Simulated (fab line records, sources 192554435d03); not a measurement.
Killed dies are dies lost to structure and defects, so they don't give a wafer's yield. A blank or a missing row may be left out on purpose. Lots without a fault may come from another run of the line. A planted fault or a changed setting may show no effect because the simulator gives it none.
fab line records | flow n5_finfet
record lots=4 wafers=12 last_day=19
route steps=1938 shown BEOL_M12@1627 BEOL_M13@1659 BEOL_M15@1830
lots that met no fault: from a run of the same line without faults
start_h: hours from the record's first day to the start of the lot's first wafer shown | wait_h: hours since the lot's step before | " the same as in the row above | L1.1+2: a row that stands for several wafers | - no value, or no start given | * or withheld: withheld | < > ~ a bound
route shown NAME@n: a module of which the file shows steps, and the number in the route of the first | usual: mean/standard deviation of fault-free wafers | same: alike in all rows | chamber/n: place in a boat | sites: the reading at each site | _std_site: their standard deviation | _edge_site: outer sites' mean less inner sites' | radius_mm: how far each site lies from the wafer's centre | mask NAME#n: copy n | behind: the tool/chamber that last shaped the wafer | hold: why the lot was held/for how many hours/how that ended | device: the transistor (n, p or np) that didn't switch | end of line: the same wafers' tests at the end of the route | a step without rows: its recipe alone | killed: dies lost to structure and defects at the first sort, not the wafer's yield | map: a wafer's dies, x killed, . not, _ none there
set.NAME: the setting as run; set.NAME@STEP: as run at that earlier step | model.NAME: the simulator's own value behind a step, which no gauge read
lots at some steps of the route; a table a step, a row a wafer
services: from which hour (start_h, from the record's first day; less than 0 if before it) a tool's chamber was out of use, for how many hours, and why
## steps
# step N5_BEOL_M12_SOFTBAKE_23
# recipe temp_c=130 time_s=60
# step N5_BEOL_M12_EXPOSE_25
# recipe mask_id=M12 na=0.93 source_shape=conventional sigma_outer=0.4 polarization=unpolarized dose_mj=21.8
# step N5_BEOL_M12_PEB_26
# recipe peb_temp_c=130 peb_time_s=90
# step N5_BEOL_M12_DEVELOP_27
# recipe develop_time_s=45 rinse_liquid=diw dry=air_spin dev_temp_c=21
# step N5_BEOL_M12_HARDBAKE_32
# recipe temp_c=130 time_s=120
# step N5_BEOL_M12_DESCUM_33
# recipe chemistry=O2 time_s=7.9 source_power_w=50 bias_power_w=20 pressure_mtorr=20 rf_frequency_hz=2.712e+07 temp_c=40 o2_flow_sccm=225
# step N5_BEOL_M12_ETCH_67
# recipe chemistry=CF4 target=SiARC target_depth_a=1430 time_s=238.3 ion_energy_ev=80 pressure_mtorr=40 source_w=545 bias_w=36 Ar_flow_sccm=100 cf4_flow_sccm=100 ends=cleared
# step N5_BEOL_M12_ETCH_68
# recipe chemistry=N2/H2 target=SOC mask_material=SiARC source_w=3000 bias_w=350 temp_c=40 time_s=285 ion_energy_ev=200 pressure_mtorr=30 n2_flow_sccm=200 h2_flow_sccm=200
# step N5_BEOL_M12_STRIP_69
# recipe chemistry=N2/H2 temp_c=40 n2_flow_sccm=200 h2_flow_sccm=200 rf_frequency_hz=6e+07
# step N5_BEOL_M12_TRENCH_ETCH_34
# recipe chemistry=C4F8/O2/Ar target=SiOC target_depth_a=3189.5 mask_material=SOC pressure_mtorr=30 source_w=3000 bias_w=700 Ar_flow_sccm=400 C4F8_flow_sccm=15 O2_flow_sccm=8 he_inner_torr=15 he_outer_torr=30 time_s=125.5 ion_energy_ev=250
# usual bias_w=700.1/2.2 drypump_motor_current_A=5.8/0.51 oes_product_au=0.79/0.078 rf_vpp_V=665.2/2.3 showerhead_plenum_p_Torr=3.41/0.079 throttle_valve_pct=24.27/0.23
# columns lot.wafer tool chamber start_h wait_h bias_w drypump_motor_current_A oes_product_au rf_hours_counter_h rf_vpp_V showerhead_plenum_p_Torr throttle_valve_pct model.etch.depth_nm
L593.1 rie_diel-01 0 294.31 0.0 699.4 6.5 0.82 95 661.7 3.33 24.21 317.1
L593.3 " 2 " " 698.5 5.0 0.92 26 668.6 3.49 23.87 325.2
L593.4 " 3 " " 699.6 5.2 0.73 171 664.1 3.40 24.54 315.3
L601.1 rie_diel-01 0 360.53 0.0 699.5 6.5 0.78 116 663.6 3.32 24.24 550.5
L601.4 " 1 " " 702.7 5.6 0.70 232 666.1 3.38 24.47 313.7
L601.6 " 3 " " 698.5 5.2 0.69 - 664.3 3.39 24.57 309.9
L595.1 rie_diel-01 0 366.35 0.0 698.1 6.5 0.79 119 660.9 3.32 24.26 559.5
L595.2 " 2 " " 704.4 5.0 0.88 48 665.4 3.48 23.88 325.4
L595.6 " 3 " " 703.1 5.2 0.71 - 666.5 3.39 24.58 315.4
L607.1 rie_diel-04 1 417.62 0.0 699.3 6.2 0.83 67 663.3 3.32 24.08 317.6
L607.2 " 3 " " 696.7 5.5 0.80 100 667.2 3.45 24.25 318.2
L607.3 " 0 " " 700.0 6.2 0.81 71 665.5 3.46 24.06 316.4
# step N5_BEOL_M12_STRIP_70
# recipe chemistry=C4F8/O2/Ar resist=SiARC rf_frequency_hz=6e+07
# step N5_BEOL_M12_OCD_MEAS_35
# usual trench_depth_nm=318/4.1
# columns lot.wafer tool chamber start_h wait_h trench_depth_nm
L593.1 ocd-01 - 294.47 0.0 317
L593.3 " - " " 325
L593.4 " - " " 315
L601.1 ocd-01 - 360.69 0.0 550
L601.4 " - " " 313
L601.6 " - " " 310
L595.1 ocd-02 - 366.51 0.0 559
L595.2 " - " " 326
L595.6 " - " " 316
L607.1 ocd-01 - 417.78 0.0 318
L607.2 " - " " 318
L607.3 " - " " 317
# step N5_BEOL_M12_STRIP_37
# recipe chemistry=N2/H2 power_w=1000 temp_c=250 h2_frac=0.65 overash_fraction=0.3 pressure_mtorr=withheld n2_flow_sccm=1750 h2_flow_sccm=3250
# step N5_BEOL_M12_ETCH_38
# recipe chemistry=CF4/N2 target=SiCN target_depth_a=687 taper_deg=2 time_s=73.4 ion_energy_ev=150 mask_material=SiO2 pressure_mtorr=40 source_w=430 bias_w=70 Ar_flow_sccm=100 cf4_flow_sccm=60 n2_flow_sccm=60
# step N5_BEOL_M12_PRECLEAN_39
# recipe chemistry=residue_remover time_s=60 temp_c=40
# step N5_BEOL_M12_SRD_40
# recipe time_s=30 temp_c=23 rinse_liquid=diw dry=n2_spin spin_rpm=1500 dry_time_s=30
# step N5_BEOL_M12_DEGAS_41
# recipe ambient=vacuum temp_c=250 time_s=60
# step N5_BEOL_M12_PRE_CLEAN_42
# recipe gas=H2/He time_s=30 temp_c=250
# step N5_BEOL_M12_SPUTTER_43
# recipe material=TaN target_thk_a=150 temp_c=50 bias_v=168.6 power_w=15000 chamber_pressure_pa=0.12 time_s=24.19
# step N5_BEOL_M12_SPUTTER_44
# recipe material=Ta target_thk_a=100 temp_c=50 bias_v=80 power_w=15000 chamber_pressure_pa=0.07 time_s=16.13
# step N5_BEOL_M12_SPUTTER_45
# recipe material=Cu target_thk_a=800 temp_c=-20 bias_v=60 power_w=26000 chamber_pressure_pa=0.13 time_s=13.33
# step N5_BEOL_M12_ECD_47
# recipe material=Cu target_thk_a=7200
# step N5_BEOL_M12_ANNEAL_48
# recipe temp_c=225 time_s=90 ambient=N2
# step N5_BEOL_M12_CMP_49
# recipe stop_on=SiOC t_overpolish_s=20.6 down_force_psi=1 platen_rpm=50 clearing_platen_down_force_psi=1.5 clearing_platen_rpm=50 post_cmp_clean=cu_alkaline target_thk_nm=320 clearing_platen_pad_velocity_m_s=0.99484 pad_velocity_m_s=0.99484
# usual barrier_field_endpoint_s=30.2/0.54 motor_current_A=6.0/0.67 overpolish_run_s=20.601/0.0087
# columns lot.wafer tool chamber start_h wait_h barrier_field_endpoint_s motor_current_A overpolish_run_s model.Cu_of_BEOL_M12_ECD_47.thk_nm
L593.3 cmp-03 0 296.85 0.2 30.8 4.8 20.594 325.4
L593.4 " 1 " " 30.7 5.8 20.616 316
L593.1 " 2 " " 31.3 7.0 20.612 319.2
L601.1 cmp-02 0 365.74 0.3 29.5 5.7 20.591 551.2
L601.4 " 1 " " 30.1 6.6 20.596 313.8
L601.6 " 3 " " 29.9 5.1 20.614 313.2
L595.2 cmp-02 1 368.17 0.2 29.4 7.0 20.595 326
L595.1 " 2 " " 30.3 5.8 20.599 561.8
L595.6 " 1 " " 29.4 6.7 20.611 317.4
L607.2 cmp-03 1 420.82 0.2 29.8 5.9 20.606 321
L607.3 " 2 " " 31.1 7.3 20.609 317.8
L607.1 " 0 " " 31.0 4.9 20.596 318.8
# step N5_BEOL_M12_THK_MEAS_50
# recipe thk_meas_gauge=xrf reads=Cu_of_BEOL_M12_ECD_47
# usual M12_THK=315/4.8
# columns lot.wafer tool chamber start_h wait_h M12_THK[nm]
L593.1 film_metro-01 - 297.11 - 315
L593.3 " - " " 320
L593.4 " - " " 310
L601.1 film_metro-01 - 365.99 - 545
L601.4 " - " " 309
L601.6 " - " " 308
L595.1 film_metro-02 - 368.43 - 554
L595.2 " - " " 321
L595.6 " - " " 313
L607.1 film_metro-01 - 421.12 - 317
L607.2 " - " " 320
L607.3 " - " " 316
# step N5_BEOL_M12_PRE_CLEAN_52
# recipe gas=NH3 time_s=15 temp_c=withheld rf_power_w=300
# step N5_BEOL_M12_DEP_53
# recipe material=SiCN target_thk_a=300 temp_c=withheld precursor=3MS/NH3 pressure_torr=3 rf_w=675 time_s=10.5
# step N5_BEOL_M12_RS_MEAS_54
# recipe thk_meas_gauge=four-point-probe reads=Cu_of_BEOL_M12_ECD_47+Ta_of_BEOL_M12_SPUTTER_44+TaN_of_BEOL_M12_SPUTTER_43
# usual M12_RS=0.0601/0.00088
# columns lot.wafer tool chamber start_h wait_h M12_RS[ohm/sq]
L593.1 film_metro-01 - 297.24 0.0 0.0602
L593.3 " - " " 0.0590
L593.4 " - " " 0.0609
L601.1 film_metro-01 - 366.12 0.0 0.0342
L601.4 " - " " 0.0613
L601.6 " - " " 0.0615
L595.1 film_metro-02 - 368.56 0.0 0.0334
L595.2 " - " " 0.0587
L595.6 " - " " 0.0604
L607.1 film_metro-02 - 421.24 0.0 0.0601
L607.2 " - " " 0.0597
L607.3 " - " " 0.0603
# step N5_BEOL_M13_ILD_DEP_00
# recipe material=SiOC target_thk_a=8379.2 temp_c=350 precursor=DEMS/O2 pressure_torr=5 rf_w=500 time_s=166.4
# step N5_BEOL_M13_COAT_58
# recipe resist=BARC temp_c=205 time_s=60 spin_rpm=1500 resist_thk_nm=89
# step N5_BEOL_M13_COAT_04
# recipe spin_rpm=1625 resist_thk_nm=400
# step N5_BEOL_M13_EBR_06
# recipe solvent=PGMEA ebr_width_mm=1.5
# step N5_BEOL_M13_SOFTBAKE_05
# recipe temp_c=130 time_s=60
# step N5_BEOL_M13_EXPOSE_07
# recipe mask_id=V12 na=0.93 source_shape=conventional sigma_outer=0.6 polarization=unpolarized attpsm_phase_deg=180 dose_mj=24.8
# step N5_BEOL_M13_PEB_08
# recipe peb_temp_c=130 peb_time_s=90
# step N5_BEOL_M13_DEVELOP_09
# recipe develop_time_s=45 rinse_liquid=diw dry=air_spin dev_temp_c=21
# step N5_BEOL_M13_HARDBAKE_14
# recipe temp_c=130 time_s=120
# step N5_BEOL_M15_RC_MEAS_101
# usual COMB_M10=1.4e-11/3e-12 COMB_M11=1.49e-11/2.9e-12 COMB_M11_max_site=2.1e-11/5.1e-12 COMB_M13=4.7e-12/9.3e-13 COMB_M14=3.4e-12/7.4e-13 COMB_M15=2.3e-12/5.6e-13 COMB_M5=3.5e-11/7.8e-12 COMB_M6=2.5e-11/4.9e-12 COMB_M7=2.5e-11/4.9e-12 COMB_M8=2.4e-11/4.4e-12 COMB_M9=1.5e-11/3.1e-12 SERP_M10=3.07/0.079 SERP_M11=3.07/0.065 SERP_M12=0.640/0.016 SERP_M12_max_site=0.654/0.017 SERP_M13=0.309/0.0053 SERP_M14=0.1612/0.0029 SERP_M14_max_site=0.1632/0.0029 SERP_M5=39.1/1.3 SERP_M6=13.8/0.44 SERP_M7=14.0/0.46 SERP_M8=14.1/0.47 SERP_M9=3.06/0.068 SERP_M9_max_site=3.16/0.073
# columns lot.wafer tool chamber start_h wait_h COMB_M10[S/m] COMB_M11[S/m] COMB_M11_max_site[S/m] COMB_M13[S/m] COMB_M14[S/m] COMB_M15[S/m] COMB_M5[S/m] COMB_M6[S/m] COMB_M7[S/m] COMB_M8[S/m] COMB_M9[S/m] SERP_M10[ohm/um] SERP_M11[ohm/um] SERP_M12[ohm/um] SERP_M12_max_site[ohm/um] SERP_M13[ohm/um] SERP_M14[ohm/um] SERP_M14_max_site[ohm/um] SERP_M5[ohm/um] SERP_M6[ohm/um] SERP_M7[ohm/um] SERP_M8[ohm/um] SERP_M9[ohm/um] SERP_M9_max_site[ohm/um]
L593.1 prober-02 0 314.67 0.0 1.4e-11 1.26e-11 2e-11 5.1e-12 3.8e-12 1.9e-12 3.6e-11 3.6e-11 2e-11 2.2e-11 1.5e-11 3.13 3.08 0.641 0.652 0.302 0.1581 0.1598 38.7 13.3 14.2 13.6 3.05 3.18
L593.3 " 0 " " 1.3e-11 1.7e-11 2.3e-11 4.2e-12 3.3e-12 1.7e-12 3.2e-11 3.2e-11 1.9e-11 2.4e-11 1.8e-11 3.01 3.09 0.619 0.631 0.305 0.1595 0.1609 40.4 13.4 13.7 13.6 3.06 3.17
L593.4 " 0 " " 1.5e-11 1.56e-11 2e-11 4.4e-12 4e-12 2.6e-12 2.7e-11 2.5e-11 3.2e-11 2.8e-11 1.2e-11 3.05 3.00 0.634 0.640 0.295 0.1625 0.1658 36.9 13.1 14.2 13.7 3.06 3.12
L601.1 prober-02 0 388.63 0.0 1.6e-11 1.58e-11 2.1e-11 3.1e-12 2e-12 2.1e-12 4.7e-11 2.1e-11 2.2e-11 2.9e-11 1.8e-11 3.12 3.18 0.355 0.360 0.306 0.1634 0.1649 39.6 13.7 13.8 14.2 3.04 3.17
L601.4 " 0 " " 2e-11 1.36e-11 1.8e-11 6.9e-12 3.3e-12 1.8e-12 4e-11 2.3e-11 1.7e-11 2.7e-11 1.2e-11 3.17 3.06 0.652 0.664 0.305 0.1649 0.1687 39.9 13.4 12.8 14.0 2.98 3.12
L601.6 " 0 " " 2.7e-11 1.57e-11 2.1e-11 3.6e-12 2e-12 1.9e-12 4.8e-11 2.2e-11 2e-11 2.1e-11 1.5e-11 3.27 3.10 0.662 0.667 0.309 0.1605 0.1615 40.0 13.7 13.7 14.2 2.97 3.19
L595.1 prober-02 0 393.61 0.1 1.3e-11 1.59e-11 2.1e-11 4.5e-12 2.2e-12 3.1e-12 2.6e-11 1.7e-11 2.7e-11 2.3e-11 1.3e-11 3.09 2.93 0.352 0.358 0.303 0.1610 0.1623 39.3 13.5 14.4 14.5 3.15 3.21
L595.2 " 0 " " 1.4e-11 1.21e-11 1.6e-11 4e-12 2e-12 1.4e-12 2.6e-11 3.1e-11 2.7e-11 1.8e-11 1.3e-11 2.97 3.02 0.613 0.628 0.301 0.1522 0.1552 38.0 13.7 13.5 14.3 3.14 3.21
L595.6 " 0 " " 1.3e-11 9.6e-12 1.5e-11 3.7e-12 3.5e-12 3.2e-12 3.1e-11 1.9e-11 2.4e-11 2.6e-11 1.2e-11 3.04 2.99 0.662 0.680 0.299 0.1595 0.1605 38.4 13.5 14.2 14.9 3.15 3.23
L607.1 prober-02 0 439.93 0.0 1.2e-11 1.11e-11 2e-11 4.5e-12 3.7e-12 1.4e-12 3.6e-11 3e-11 2.4e-11 2.5e-11 1e-11 2.99 3.14 0.633 0.645 0.306 0.1623 0.1653 37.5 12.9 14.0 13.7 3.21 3.24
L607.2 " 0 " " 1.3e-11 1.15e-11 1.7e-11 6.1e-12 4.1e-12 2.2e-12 3.5e-11 2.8e-11 2.2e-11 1.6e-11 1.5e-11 2.90 3.07 0.630 0.641 0.304 0.1647 0.1673 38.4 13.1 13.7 13.7 3.18 3.31
L607.3 " 0 " " 1.4e-11 1.44e-11 2.4e-11 4.2e-12 4.3e-12 2.3e-12 2.7e-11 2e-11 1.9e-11 2.4e-11 1.2e-11 2.99 3.11 0.624 0.643 0.311 0.1616 0.1635 36.2 13.2 13.4 13.7 3.04 3.18
# sites SERP_M12 radius_mm=0,75,75,75,75,140,140,140,140
L593.1 0.641 0.652 0.647 0.650 0.638 0.629 0.632 0.644 0.641
L601.1 0.355 0.354 0.346 0.358 0.359 0.354 0.358 0.360 0.353
L595.1 0.338 0.357 0.354 0.352 0.345 0.346 0.346 0.354 0.358
L607.1 0.627 0.639 0.637 0.625 0.623 0.633 0.629 0.640 0.645
## services
# columns tool chamber start_h hours kind
cmp-02 - 275.61 1.5 repair
rie_diel-04 2 287.32 7.5 repair
cmp-02 - 295.52 9.9 pm
cmp-02 - 307.53 3.0 pm
rie_diel-04 2 308.08 5.8 repair
rie_diel-04 2 326.28 1.8 repair
cmp-03 - 339.75 1.4 repair
cmp-03 - 351.50 1.3 repair
cmp-03 - 378.34 3.5 repair
cmp-02 - 383.83 4.0 pm
cmp-02 - 387.83 - consumable_replace:conditioner
cmp-02 - 387.83 - consumable_replace:pad
rie_diel-04 2 401.84 - clean
rie_diel-04 2 401.84 - consumable_replace:focus_ring
rie_diel-04 2 401.84 26.5 scheduled_down
rie_diel-04 2 401.84 26.5 vent_cycle
rie_diel-01 1 406.85 - clean
rie_diel-01 1 406.85 - consumable_replace:focus_ring
rie_diel-01 1 406.85 20.1 scheduled_down
rie_diel-01 1 406.85 20.1 vent_cycle
## key
first_sign step=N5_BEOL_M12_OCD_MEAS_35 reading=trench_depth_nm direction=up sigmas=58 usual=318 struck=555
effect step=N5_BEOL_M12_THK_MEAS_50 reading=M12_THK direction=up sigmas=48 usual=315 struck=549
effect step=N5_BEOL_M12_RS_MEAS_54 reading=M12_RS direction=down sigmas=30 usual=0.0601 struck=0.0338
effect step=N5_BEOL_M15_RC_MEAS_101 reading=SERP_M12 direction=down sigmas=18 usual=0.640 struck=0.354
model_effect step=N5_BEOL_M12_TRENCH_ETCH_34 value=etch.depth_nm without=318.5 struck=555
model_effect step=N5_BEOL_M12_CMP_49 value=Cu_of_BEOL_M12_ECD_47.thk_nm without=320 struck=556.5
met_at N5_BEOL_M12_TRENCH_ETCH_34
struck_wafers L595.1,L601.1
onset_between 294.31 360.53
fault kind=process_parameter_drift tool=rie_diel-01 chamber=0 onset_h=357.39 steps=N5_BEOL_M12_TRENCH_ETCH_34 channel=time_s offset=* shape=step end_h=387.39 acts_in=* stated=*
